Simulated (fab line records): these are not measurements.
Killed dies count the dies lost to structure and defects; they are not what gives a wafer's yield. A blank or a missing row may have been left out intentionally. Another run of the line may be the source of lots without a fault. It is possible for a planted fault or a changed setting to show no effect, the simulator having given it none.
fab line records	flow nandHarc	part 1 of 2: steps 1 to 4 of 6
record lots=22	wafers=66	lastDay=33
route steps=1302 shown A_STAIRCASE@740
lots that met no fault: from a run of the same line without faults
startH: start of the lot's first displayed wafer, in hours after the record's first day	waitH: hours from the lot's prior step to this one	" the same as in the row above	L1.1+2: a row that stands for several wafers	- either no value or no given start	* or withheld: withheld	< > ~ a bound
route shown NAME@n: a module of which the file shows steps, and the number in the route of the first	usual: mean/standard deviation of fault-free wafers	same: alike in all rows	chamber/n: place in a boat	sites: the reading at each site	_std_site: the values' standard deviation	_edge_site: the outer-site mean with the inner-site mean subtracted	radiusMm: for every site, how far away it sits from the centre of the wafer	mask NAME#n: copy n	behind: tool/chamber where the wafer was last shaped	hold: why the lot was held/for how many hours/how that ended	device: the n, p or np transistor that did not switch	end of line: tests run on the same wafers once the route is complete	for a step that has no rows: nothing shown but its recipe	killed: the dies lost at the first sort to structure and to defects; this is not the yield of the wafer	map: the dies of a wafer, with x for killed, . for not killed, _ for no die there
set.NAME: the setting the step ran with; set.NAME@STEP: the setting that earlier step ran with	model.NAME: the simulator's own value behind a step, which no gauge read
the route's steps for a sample of lots (tables are steps, rows are wafers)
services: a tool's chamber out of use, with start hour (startH, from the record's first day; less than 0 if before it), hours out, and reason
## steps
# step NHARC_A_STAIRCASE_TRIM_226
# recipe timeS=211.2	o2FlowSccm=500	arFlowSccm=0	biasW=0	chemistry=O2
# usual drypumpMotorCurrentA=5.5/0.41	o2FlowSccm=499.8/1.5	oesProductAu=1.002/0.0088	rfVppV=57.8/0.89	showerheadPlenumPTorr=3.48/0.14	throttleValvePct=17.039/0.0094
lot.wafer	tool	chamber	startH	waitH	drypumpMotorCurrentA	o2FlowSccm	oesProductAu	rfHoursCounterH	rfVppV	showerheadPlenumPTorr	throttleValvePct
L075.2	rieDiel-10	2	-	-	5.2	500.2	0.999	33	57.7	3.45	17.045
L075.3	"	3	"	"	5.6	500.4	1.019	37	57.9	3.35	17.034
L075.6	"	2	"	"	5.2	500.6	0.989	-	56.8	3.45	17.053
L074.3	rieDiel-13	2	-	-	5.3	498.9	0.998	4	57.0	3.37	17.047
L074.5	"	2	"	"	5.3	501.6	1.012	-	58.2	3.37	17.027
L074.6	"	3	"	"	5.4	500.5	1.005	-	56.4	3.31	17.045
L076.4	rieDiel-02	1	-	-	6.4	497.1	0.992	57	58.3	3.29	17.044
L076.1	"	2	"	"	5.4	498.5	1.026	55	57.8	3.53	17.032
L076.6	"	1	"	"	6.4	501.6	0.996	-	58.6	3.29	17.040
L077.1	rieDiel-10	3	-	-	5.5	500.3	1.025	41	58.5	3.35	17.032
L077.3	"	1	"	"	5.7	498.2	1.003	37	58.6	3.54	17.028
L077.6	"	2	"	"	5.2	501.0	0.994	-	57.3	3.45	17.031
L079.4	rieDiel-02	3	-	-	4.7	502.7	0.991	6	58.6	3.56	17.035
L079.3	"	0	"	"	5.2	499.6	0.993	6	59.0	3.63	17.043
L079.6	"	0	"	"	5.3	497.7	0.999	-	56.6	3.63	17.049
L080.2	rieDiel-02	0	-	-	5.2	500.9	0.989	6	59.3	3.63	17.045
L080.3	"	1	"	"	6.4	499.7	1.007	7	59.6	3.80	17.041
L080.1	"	2	"	"	5.4	501.2	1.005	7	57.5	3.52	17.037
L081.3	rieDiel-10	3	-	-	5.6	502.1	1.012	1	57.9	3.34	17.037
L081.2	"	0	"	"	5.7	500.4	0.997	2	58.5	3.38	17.036
L081.6	"	0	"	"	5.7	500.6	0.997	-	57.1	3.38	17.027
L082.3	rieDiel-13	0	-	-	6.1	499.0	1.016	29	58.0	3.41	17.067
L082.2	"	1	"	"	5.9	496.7	1.007	30	57.8	3.59	17.035
L082.4	"	2	"	"	5.3	498.8	1.010	30	56.8	3.36	17.031
L083.3	rieDiel-02	1	-	-	6.4	498.8	0.995	19	58.1	3.80	17.038
L083.1	"	2	"	"	5.4	501.0	1.007	19	58.0	3.52	17.039
L083.2	"	3	"	"	4.7	497.0	1.007	19	58.6	3.55	17.043
L085.1	rieDiel-02	1	-	-	6.4	500.4	1.004	20	57.8	3.80	17.031
L085.3	"	2	"	"	5.4	501.5	1.015	21	57.7	3.52	17.036
L085.4	"	3	"	"	4.8	499.0	1.017	20	57.8	3.55	17.041
L084.1	rieDiel-10	0	-	-	5.7	500.2	1.001	19	56.9	3.37	17.045
L084.2	"	1	"	"	5.7	501.5	0.998	17	57.6	3.53	17.034
L084.5	"	3	"	"	5.5	501.0	1.004	-	58.0	3.33	17.044
L086.2	rieDiel-02	0	-	-	5.3	500.7	1.002	22	58.2	3.62	17.035
L086.3	"	3	"	"	4.8	499.2	1.013	24	58.0	3.55	17.031
L086.5	"	1	"	"	6.4	500.6	1.003	-	58.6	3.79	17.012
L089.2	rieDiel-10	0	-	-	5.7	498.5	0.991	31	57.0	3.37	17.067
L089.5	"	2	"	"	5.2	498.8	1.000	-	56.1	3.43	17.040
L089.6	"	3	"	"	5.6	500.5	1.001	-	57.6	3.32	17.047
L088.1	rieDiel-13	2	-	-	5.3	499.4	0.997	47	57.0	3.35	17.036
L088.2	"	3	"	"	5.4	500.2	1.000	47	57.6	3.28	17.039
L088.6	"	3	"	"	5.4	499.5	1.002	-	57.2	3.28	17.051
L091.1	rieDiel-10	2	-	-	5.1	501.3	1.000	27	59.2	3.43	17.046
L091.5	"	3	"	"	5.5	501.0	0.998	-	57.9	3.32	17.013
L091.6	"	0	"	"	5.7	500.6	0.991	-	57.3	3.36	17.048
L090.2	rieDiel-02	1	-	-	6.4	499.7	0.997	46	58.2	3.78	17.033
L090.6	"	2	"	"	5.4	497.8	1.007	-	58.1	3.51	17.028
L090.5	"	3	"	"	4.7	498.1	0.995	-	57.3	3.53	17.031
L092.3	rieDiel-13	2	-	-	5.3	501.1	0.987	7	59.0	3.34	17.036
L092.4	"	3	"	"	5.5	499.3	1.006	7	57.6	3.80	17.039
L092.2	"	0	"	"	6.1	498.4	1.001	8	57.5	3.39	17.041
L093.1	rieDiel-13	1	-	-	5.9	499.7	1.008	8	58.9	3.58	17.044
L093.4	"	3	"	"	5.4	498.4	1.017	7	59.6	3.80	17.054
L093.6	"	1	"	"	5.9	497.0	1.019	-	58.0	3.58	17.036
L094.3	rieDiel-02	0	-	-	5.3	501.6	0.998	50	57.4	3.61	17.039
L094.2	"	1	"	"	6.4	500.5	0.993	54	56.6	3.78	17.046
L094.6	"	0	"	"	5.3	502.0	1.003	-	57.2	3.61	17.033
L096.2	rieDiel-10	3	-	-	5.5	498.5	1.008	60	57.3	3.31	17.042
L096.1	"	0	"	"	5.7	501.3	1.003	56	57.1	3.35	17.036
L096.6	"	3	"	"	5.5	500.1	0.995	-	59.1	3.31	17.044
L095.4	rieDiel-10	1	-	-	5.7	500.9	0.999	54	58.7	3.50	17.053
L095.2	"	3	"	"	5.5	501.7	1.001	60	57.8	3.31	17.032
L095.1	"	0	"	"	5.7	499.6	1.002	56	58.1	3.35	17.062
L097.1	rieDiel-10	0	-	-	5.7	500.6	1.000	59	58.7	3.35	17.041
L097.2	"	2	"	"	5.2	501.5	0.994	49	57.0	3.42	17.045
L097.5	"	0	"	"	5.7	498.6	1.001	-	58.6	3.35	17.039
# step NHARC_A_STAIRCASE_ETCH_451
# recipe targetDepthA=300	overetchA=30	timeS=16.5	ionEnergyEv=100	cf4FlowSccm=80	o2FlowSccm=20	arFlowSccm=0	rfW=300	biasW=100	chemistry=CF4/O2
# usual drypumpMotorCurrentA=5.6/0.39	o2FlowSccm=20.00/0.062	oesProductAu=1.002/0.0092	rfVppV=197.3/1.3	showerheadPlenumPTorr=1.31/0.056	throttleValvePct=13.398/0.0091
lot.wafer	tool	chamber	startH	waitH	drypumpMotorCurrentA	o2FlowSccm	oesProductAu	rfHoursCounterH	rfVppV	showerheadPlenumPTorr	throttleValvePct
L075.3	rieDiel-02	0	-	-	5.2	20.07	1.007	53	198.8	1.38	13.400
L075.2	"	2	"	"	5.4	20.10	1.008	53	197.5	1.34	13.383
L075.6	"	0	"	"	5.2	20.08	1.004	-	199.7	1.38	13.405
L074.3	rieDiel-13	1	-	-	5.9	19.99	0.995	6	198.8	1.37	13.398
L074.5	"	2	"	"	5.3	19.88	1.015	-	196.7	1.27	13.392
L074.6	"	3	"	"	5.4	20.04	1.002	-	196.9	1.25	13.392
L076.1	rieDiel-13	2	-	-	5.3	19.95	0.995	8	195.5	1.27	13.366
L076.4	"	1	"	"	5.9	19.99	1.000	8	197.4	1.36	13.374
L076.6	"	3	"	"	5.4	19.98	0.992	-	196.2	1.25	13.398
L077.1	rieDiel-13	0	-	-	6.0	20.03	1.003	10	196.8	1.29	13.391
L077.3	"	1	"	"	5.9	19.85	0.996	9	200.7	1.36	13.388
L077.6	"	0	"	"	6.0	20.06	1.004	-	196.8	1.29	13.408
L079.3	rieDiel-10	3	-	-	5.5	20.02	1.004	2	196.6	1.26	13.403
L079.4	"	1	"	"	5.6	19.97	0.986	2	198.8	1.34	13.394
L079.6	"	3	"	"	5.5	20.00	1.003	-	196.2	1.26	13.418
L080.3	rieDiel-02	3	-	-	4.7	19.99	1.007	8	197.0	1.35	13.411
L080.2	"	0	"	"	5.2	19.98	0.997	8	198.7	1.37	13.408
L080.1	"	1	"	"	6.4	19.93	1.000	9	199.4	1.44	13.389
L081.3	rieDiel-13	2	-	-	5.3	20.07	1.004	24	195.7	1.27	13.399
L081.2	"	0	"	"	6.1	19.90	0.996	24	196.6	1.29	13.394
L081.6	"	1	"	"	5.9	19.92	0.991	-	199.3	1.36	13.394
L082.2	rieDiel-10	3	-	-	5.6	19.99	0.997	14	196.6	1.26	13.407
L082.3	"	0	"	"	5.6	20.02	0.971	13	197.5	1.27	13.402
L082.4	"	3	"	"	5.5	19.97	0.994	-	196.6	1.26	13.401
L083.3	rieDiel-13	1	-	-	5.9	19.98	1.002	35	198.9	1.36	13.403
L083.1	"	2	"	"	5.3	19.97	1.015	35	196.1	1.27	13.415
L083.2	"	3	"	"	5.4	19.93	1.008	35	193.8	1.24	13.388
L085.3	rieDiel-10	0	-	-	5.7	19.97	0.992	21	198.3	1.27	13.404
L085.1	"	1	"	"	5.6	20.10	1.009	18	198.5	1.33	13.393
L085.4	"	2	"	"	5.2	20.00	0.995	8	199.0	1.30	13.414
L084.1	rieDiel-13	0	-	-	6.0	19.95	1.004	38	196.6	1.29	13.386
L084.2	"	1	"	"	5.9	20.00	1.005	40	198.1	1.36	13.403
L084.5	"	3	"	"	5.5	20.06	1.003	-	197.1	1.24	13.394
L086.2	rieDiel-02	2	-	-	5.4	20.06	1.019	25	198.5	1.33	13.393
L086.3	"	3	"	"	4.8	20.07	1.010	26	199.5	1.34	13.401
L086.5	"	2	"	"	5.4	20.01	1.016	-	197.5	1.33	13.387
L089.2	rieDiel-10	0	-	-	5.7	20.10	0.990	32	196.5	1.27	13.393
L089.5	"	3	"	"	5.5	19.92	0.997	-	195.3	1.25	13.389
L089.6	"	0	"	"	5.7	20.05	0.984	-	197.0	1.27	13.404
L088.1	rieDiel-02	1	-	-	6.4	19.95	1.003	37	199.4	1.44	13.393
L088.2	"	2	"	"	5.4	19.97	1.013	30	197.6	1.33	13.398
L088.6	"	1	"	"	6.4	19.95	0.998	-	199.3	1.44	13.394
L091.1	rieDiel-10	2	-	-	5.2	19.95	1.006	33	196.1	1.30	13.396
L091.5	"	3	"	"	5.5	19.98	1.018	-	196.3	1.25	13.384
L091.6	"	0	"	"	5.7	20.01	0.998	-	196.1	1.27	13.388
L090.2	rieDiel-10	0	-	-	5.7	20.01	0.990	46	195.9	1.27	13.392
L090.5	"	1	"	"	5.6	19.90	1.002	-	198.3	1.33	13.392
L090.6	"	2	"	"	5.2	20.04	0.991	-	197.1	1.29	13.413
L092.3	rieDiel-02	2	-	-	5.4	19.98	1.011	50	197.1	1.32	13.397
L092.2	"	3	"	"	4.7	20.16	1.002	56	197.3	1.33	13.386
L092.4	"	0	"	"	5.2	20.00	1.011	50	198.8	1.37	13.399
L093.1	rieDiel-10	3	-	-	5.5	19.95	0.988	53	195.0	1.25	13.405
L093.4	"	1	"	"	5.6	19.96	1.004	46	197.2	1.33	13.397
L093.6	"	0	"	"	5.7	20.02	0.997	-	196.2	1.27	13.407
L094.2	rieDiel-13	1	-	-	5.9	20.11	0.991	14	196.1	1.35	13.401
L094.3	"	3	"	"	5.4	19.84	1.016	15	199.6	1.44	13.400
L094.6	"	1	"	"	5.9	20.06	1.006	-	196.8	1.35	13.399
L096.1	rieDiel-10	1	-	-	5.7	20.20	0.989	57	197.6	1.32	13.413
L096.2	"	2	"	"	5.2	20.13	0.988	49	198.2	1.29	13.389
L096.6	"	2	"	"	5.2	20.00	0.990	-	196.1	1.29	13.406
L095.1	rieDiel-13	3	-	-	5.4	20.06	1.010	23	198.6	1.44	13.412
L095.4	"	0	"	"	6.0	19.99	1.017	20	197.2	1.28	13.410
L095.2	"	1	"	"	5.9	20.01	1.002	21	198.6	1.35	13.406
L097.1	rieDiel-02	2	-	-	5.4	19.94	1.008	4	199.1	1.32	13.406
L097.2	"	3	"	"	4.7	19.88	0.997	4	197.4	1.33	13.396
L097.5	"	1	"	"	6.4	20.02	1.003	-	200.3	1.43	13.384
# step NHARC_A_STAIRCASE_DEP_280
# recipe targetThkA=300	targetThkNm=30	tempC=400	pressureTorr=3.5	flowSccm=200	rfW=350	material=SiON
# usual heaterPowerW=729/84
lot.wafer	tool	chamber	startH	waitH	heaterPowerW
L075.2	pecvd-03	2	390.47	1.2	825
L075.3	"	2	"	"	833
L075.6	"	2	"	"	812
L074.3	pecvd-03	0	393.49	1.0	787
L074.6	"	2	"	"	769
L074.5	"	0	"	"	808
L076.1	pecvd-04	2	400.81	1.6	776
L076.6	"	1	"	"	623
L076.4	"	2	"	"	771
L077.3	pecvd-04	0	402.63	0.9	708
L077.1	"	2	"	"	732
L077.6	"	1	"	"	641
L080.1	pecvd-01	1	441.78	1.6	832
L080.2	"	2	"	"	811
L080.3	"	0	"	"	727
L079.3	pecvd-03	1	443.69	1.0	612
L079.4	"	2	"	"	804
L079.6	"	1	"	"	601
L081.2	pecvd-01	1	449.40	1.2	855
L081.3	"	0	"	"	802
L081.6	"	2	"	"	783
L082.2	pecvd-03	0	473.15	1.3	778
L082.3	"	2	"	"	697
L082.4	"	2	"	"	704
L083.3	pecvd-01	0	478.20	1.0	814
L083.2	"	1	"	"	844
L083.1	"	2	"	"	856
L085.1	pecvd-03	1	481.89	1.6	597
L085.3	"	2	"	"	832
L085.4	"	0	"	"	705
L084.2	pecvd-03	2	487.28	1.3	725
L084.1	"	1	"	"	623
L084.5	"	1	"	"	641
L086.3	pecvd-04	1	492.03	0.9	621
L086.2	"	0	"	"	564
L086.5	"	0	"	"	546
L089.2	pecvd-04	2	522.26	1.3	622
L089.6	"	1	"	"	695
L089.5	"	0	"	"	638
L088.1	pecvd-01	0	523.66	1.6	840
L088.2	"	2	"	"	773
L088.6	"	1	"	"	736
L091.1	pecvd-04	2	554.50	1.6	719
L091.5	"	2	"	"	729
L091.6	"	1	"	"	651
L090.2	pecvd-04	1	555.08	1.3	604
L090.5	"	1	"	"	610
L090.6	"	2	"	"	692
L092.3	pecvd-04	1	574.37	1.0	681
L092.2	"	2	"	"	745
L092.4	"	1	"	"	692
L093.1	pecvd-01	1	575.99	1.6	698
L093.4	"	0	"	"	798
L093.6	"	2	"	"	691
L094.2	pecvd-03	1	582.14	1.3	614
L094.3	"	2	"	"	774
L094.6	"	1	"	"	620
L096.2	pecvd-03	2	599.96	1.3	713
L096.1	"	1	"	"	620
L096.6	"	0	"	"	745
L095.1	pecvd-03	2	600.81	1.6	772
L095.2	"	0	"	"	857
L095.4	"	0	"	"	865
L097.1	pecvd-01	1	604.57	1.5	751
L097.2	"	0	"	"	822
L097.5	"	2	"	"	782
# step NHARC_A_STAIRCASE_ETCH_313
# recipe cf4FlowSccm=100	chf3FlowSccm=30	arFlowSccm=0	rfW=500	biasW=200	chemistry=CF4/CHF3
# usual drypumpMotorCurrentA=5.5/0.46	oesProductAu=0.935/0.017	rfVppV=370.6/2.5	showerheadPlenumPTorr=1.57/0.071	throttleValvePct=16.802/0.0089
lot.wafer	tool	chamber	startH	waitH	drypumpMotorCurrentA	oesProductAu	rfHoursCounterH	rfVppV	showerheadPlenumPTorr	throttleValvePct
L075.3	rieDiel-13	1	398.86	0.1	5.9	0.924	9	370.3	1.61	16.807
L075.2	"	3	"	"	5.4	0.928	11	366.9	1.47	16.800
L075.6	"	2	"	"	5.3	0.938	-	369.1	1.50	16.797
L074.3	rieDiel-02	1	403.11	0.2	6.4	0.932	0	374.7	1.70	16.821
L074.6	"	2	"	"	5.4	0.950	-	369.6	1.57	16.813
L074.5	"	3	"	"	4.7	0.950	-	369.9	1.59	16.815
L076.1	rieDiel-02	1	407.17	0.1	6.4	0.983	1	375.5	1.70	16.808
L076.4	"	0	"	"	5.3	0.980	1	371.2	1.62	16.805
L076.6	"	1	"	"	6.4	0.975	-	375.3	1.70	16.803
L077.1	rieDiel-02	3	409.42	0.4	4.7	0.957	2	371.4	1.59	16.793
L077.3	"	1	"	"	6.4	0.951	2	375.4	1.70	16.809
L077.6	"	2	"	"	5.4	0.967	-	371.8	1.57	16.801
L080.3	rieDiel-02	3	448.42	0.1	4.7	0.936	12	370.8	1.58	16.808
L080.2	"	0	"	"	5.2	0.925	12	371.6	1.62	16.813
L080.1	"	1	"	"	6.4	0.929	14	375.0	1.70	16.797
L079.4	rieDiel-10	3	451.04	0.4	5.5	0.934	-	367.0	1.49	16.808
L079.3	"	0	"	"	5.7	0.924	-	368.8	1.51	16.791
L079.6	"	0	"	"	5.7	0.918	-	367.9	1.51	16.796
L081.2	rieDiel-13	2	459.94	0.1	5.4	0.933	31	368.0	1.50	16.799
L081.3	"	3	"	"	5.5	0.931	31	367.3	1.47	16.807
L081.6	"	3	"	"	5.4	0.924	-	367.7	1.47	16.805
L082.4	rieDiel-10	3	480.94	0.1	5.5	0.925	23	368.7	1.48	16.809
L082.3	"	0	"	"	5.7	0.911	23	367.7	1.50	16.796
L082.2	"	1	"	"	5.7	0.931	21	371.1	1.57	16.794
L083.1	rieDiel-02	2	484.81	0.1	5.4	0.925	24	370.6	1.57	16.816
L083.2	"	3	"	"	4.7	0.930	26	371.6	1.58	16.797
L083.3	"	0	"	"	5.2	0.928	24	372.1	1.62	16.796
L085.3	rieDiel-02	3	490.23	0.1	4.7	0.936	27	371.3	1.58	16.793
L085.1	"	0	"	"	5.2	0.926	25	372.7	1.62	16.796
L085.4	"	3	"	"	4.7	0.930	-	370.5	1.58	16.788
L084.2	rieDiel-13	1	494.65	0.1	5.9	0.932	43	371.4	1.60	16.810
L084.1	"	3	"	"	5.4	0.930	41	367.8	1.46	16.813
L084.5	"	2	"	"	5.3	0.925	-	368.4	1.49	16.802
L086.3	rieDiel-10	3	499.83	0.1	5.5	0.918	31	368.5	1.48	16.804
L086.2	"	1	"	"	5.6	0.923	26	371.1	1.57	16.815
L086.5	"	3	"	"	5.6	0.916	-	368.3	1.48	16.800
L089.2	rieDiel-02	2	529.61	0.2	5.4	0.940	36	370.8	1.56	16.801
L089.6	"	0	"	"	5.2	0.930	-	370.4	1.61	16.800
L089.5	"	1	"	"	6.4	0.923	-	375.1	1.69	16.817
L088.1	rieDiel-02	0	533.00	0.1	5.3	0.918	41	372.0	1.61	16.807
L088.2	"	3	"	"	4.7	0.923	42	370.6	1.58	16.790
L088.6	"	1	"	"	6.4	0.920	-	374.0	1.69	16.797
L091.1	rieDiel-10	1	561.70	0.1	5.6	0.934	45	371.2	1.57	16.798
L091.6	"	2	"	"	5.2	0.926	-	369.6	1.53	16.814
L091.5	"	3	"	"	5.5	0.927	-	367.9	1.48	16.803
L090.2	rieDiel-13	0	563.43	0.1	6.0	0.935	10	370.1	1.51	16.811
L090.6	"	2	"	"	5.3	0.916	-	367.7	1.49	16.804
L090.5	"	3	"	"	5.4	0.932	-	376.3	1.70	16.803
L092.4	rieDiel-13	3	581.32	0.1	5.4	0.936	19	374.3	1.70	16.798
L092.2	"	0	"	"	6.0	0.935	18	369.3	1.51	16.801
L092.3	"	1	"	"	5.9	0.930	18	372.2	1.59	16.792
L093.4	rieDiel-10	2	583.88	0.1	5.1	0.922	47	369.1	1.52	16.811
L093.1	"	3	"	"	5.5	0.932	60	366.2	1.48	16.802
L093.6	"	3	"	"	5.5	0.935	-	367.3	1.48	16.812
L094.3	rieDiel-02	2	588.39	0.1	5.4	0.970	2	369.4	1.56	16.790
L094.2	"	0	"	"	5.2	0.987	2	371.0	1.61	16.813
L094.6	"	1	"	"	6.4	0.967	-	374.2	1.68	16.783
L096.1	rieDiel-10	3	606.45	0.2	5.5	0.979	0	367.2	1.47	16.810
L096.2	"	0	"	"	5.7	0.946	0	367.3	1.49	16.803
L096.6	"	2	"	"	5.2	0.948	-	370.0	1.52	16.783
L095.2	rieDiel-10	0	607.70	0.3	5.7	0.956	1	368.3	1.49	16.809
L095.1	"	1	"	"	5.7	0.961	1	369.8	1.56	16.795
L095.4	"	3	"	"	5.5	0.970	1	367.2	1.47	16.801
L097.2	rieDiel-13	0	614.36	0.1	6.0	0.932	28	366.8	1.51	16.813
L097.1	"	2	"	"	5.3	0.920	31	367.8	1.48	16.795
L097.5	"	3	"	"	5.5	0.927	-	375.0	1.69	16.796
